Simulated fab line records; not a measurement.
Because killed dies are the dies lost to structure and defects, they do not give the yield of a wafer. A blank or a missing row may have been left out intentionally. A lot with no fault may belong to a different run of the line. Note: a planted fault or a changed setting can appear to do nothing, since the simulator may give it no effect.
Code-filled problem report in 8D (eight disciplines) form + flow nand harc + the parts of the form that need people (team, actions taken, sign-off) are left out

1. PROBLEM STATEMENT
Mean of killed at periphery at NHARC_END_SORT_01: 621.0 across 3 wafers in 2 lots; on wafers with no fault it is 3.8 (standard deviation 2.5). That is +99 or more standard deviations from the usual mean.
The first sign was on wafer L334.1 at day 30 15:14, on prober-01. The record holds 9 wafers of 3 lots with a number at this step. By rule, "out" or "out of limits" means more than 4 standard deviations away from the usual mean. All remaining wafers that have a number are taken as sound.

2. WHAT IT IS AND WHAT IT IS NOT
| question                    | is                                                     | is not                                                                   |
|-----------------------------|--------------------------------------------------------|--------------------------------------------------------------------------|
| which readings at this step | killed at periphery, defect limited yield, killed dies | killed at array, killed at other, killed open, killed short              |
| which lots                  | L334, L337                                             | L326                                                                     |
| which wafers of those lots  | L334.1, L334.6, L337.1                                 | L334.5, L337.3, L337.4                                                   |
| read on which gauges        | prober-01, prober-02                                   | -                                                                        |
| when                        | from day 30 15:14                                      | up to then (3 sound wafers); but 3 sound wafers of L334, L337 came after |

3. WHAT RULES OUT EACH SUSPECT
Counting: any tool at a process step up to the reading remains a suspect provided it ran every lot that is out. Sound lots after the first of them don't rule it out here, since some wafers of a struck lot are sound.
- the gauge at NHARC_END_SORT_01 has been ruled out. Those wafers that are out were read across 2 gauges (prober-01, prober-02).
- pvd sputter-03 at NHARC_P_M2_PVD_21 (deposits Cu, target thk 30 nm, time 20.49 s): kept. It processed each lot that is out (first: L334, day 13 15:16); up to then, its last sound lot is L326 (day 10 08:03).
- plasma asher-02 at NHARC_THIN_TSV_STRIP_62 (strips in N2/H2, time 20 s): kept. It processed each lot that is out (first: L334, day 30 00:36); up to then, its last sound lot is L326 (day 27 22:50).
The count leaves plasma asher-02 at NHARC_THIN_TSV_STRIP_62 and pvd sputter-03 at NHARC_P_M2_PVD_21.

4. THE CAUSE (what the simulator had put in)
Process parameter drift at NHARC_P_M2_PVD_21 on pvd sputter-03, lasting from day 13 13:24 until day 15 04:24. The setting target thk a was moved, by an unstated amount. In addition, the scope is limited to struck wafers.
Of the 2 suspects that counting leaves, this tool is one.

5. THE CHAIN OF EFFECTS, in route order
Rows list readings where the struck wafers' mean (over those with a number) sits beyond 3 standard deviations from the usual. Scope: only readings with a usual standard deviation given in the record; hours: median across lots of the time from each lot's start at the first step in this table that gives one to its start at this step; sigmas: change in usual standard deviations.
| hours | step              | reading              | usual  | on struck wafers | change | sigmas      |
|-------|-------------------|----------------------|--------|------------------|--------|-------------|
| 0     | NHARC_END_SORT_01 | defect limited yield | 91.2 % | 0.0              | -91.2  | -35         |
| 0     | NHARC_END_SORT_01 | killed at periphery  | 3.8    | 621.0            | +617.2 | +99 or more |
| 0     | NHARC_END_SORT_01 | killed dies          | 60     | 677              | +617   | +34         |

6. HOW IT WOULD HAVE BEEN CAUGHT EARLIER
In this record the first reading out of limits at a measuring or inspecting step was taken at day 30 15:14, 410 hours after the fault began at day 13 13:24.
Of the tool readings at NHARC_P_M2_PVD_21 for which the record gives a usual standard deviation, none was out on any struck wafer, so an alarm limit of 4 standard deviations on them would not have fired.
The start of NHARC_P_M2_PVD_21 on pvd sputter-03 came by day 30 15:14 for every one of the lots that are out (2). None of them would have been spared by holding the tool at that moment.
